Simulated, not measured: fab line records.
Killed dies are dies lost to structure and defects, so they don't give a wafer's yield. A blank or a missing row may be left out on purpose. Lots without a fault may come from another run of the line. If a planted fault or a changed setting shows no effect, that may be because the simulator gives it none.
Matching of chambers | flow nand harc | NHARC_A_STAIRCASE_ETCH_444 on rie diel-05: 4 sister chambers
The step etches the open film in C4F8/O2, target depth 20400 nm, time 6800 s. 8 wafers are shown with their chamber, then 9 later ones without.

WAFERS PAIRED WITH THEIR CHAMBERS
wafer  | chamber | rf vpp V (V) | oes product au (a.u.)
L082.2 | 0       | 803          | 0.928
L082.1 | 3       | 805          | 0.927
L082.4 | 3       | 805          | 0.926
L085.5 | 2       | 814          | 0.957
L085.6 | 1       | 812          | 0.917
L086.3 | 2       | 814          | 0.946
L086.5 | 1       | 812          | 0.919
L086.6 | 0       | 801          | 0.930

WAFERS MISSING THEIR CHAMBER
wafer  | rf vpp V (V) | oes product au (a.u.)
L089.3 | 805          | 0.930
L089.5 | 805          | 0.926
L089.6 | 812          | 0.965
L093.1 | 804          | 0.929
L093.2 | 811          | 0.949
L093.6 | 805          | 0.923
L095.3 | 813          | 0.948
L095.5 | 812          | 0.950
L095.6 | 802          | 0.914

THE CHAMBER EACH PASSED THROUGH
wafer  | from the rows above     | in truth
L089.3 | 3                       | 3
L089.5 | 3                       | 3
L089.6 | 2                       | 2
L093.1 | can't be placed: 3 or 0 | 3
L093.2 | 2                       | 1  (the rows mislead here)
L093.6 | 3                       | 3
L095.3 | 2                       | 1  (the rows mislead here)
L095.5 | 2                       | 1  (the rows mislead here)
L095.6 | can't be placed: 0 or 3 | 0
Correct placement for 4 of the 9. Can't be placed from these rows: 2 (the true chamber is among the candidates in 2). Number placed wrongly: 3.
How it was worked out, from the rows above alone: a wafer's distance from a chamber is the root of the sum, over the readings, of the square of ((its reading less the chamber's mean) divided by the reading's scatter). The wafer belongs to the nearest chamber; if the next one is less than 2 further off, it can't be placed. A chamber's mean is the mean of its shown wafers. The scatter is the square root of a quotient: the sum, over the shown wafers, of each reading's squared deviation from its chamber's mean, divided by wafers minus chambers.
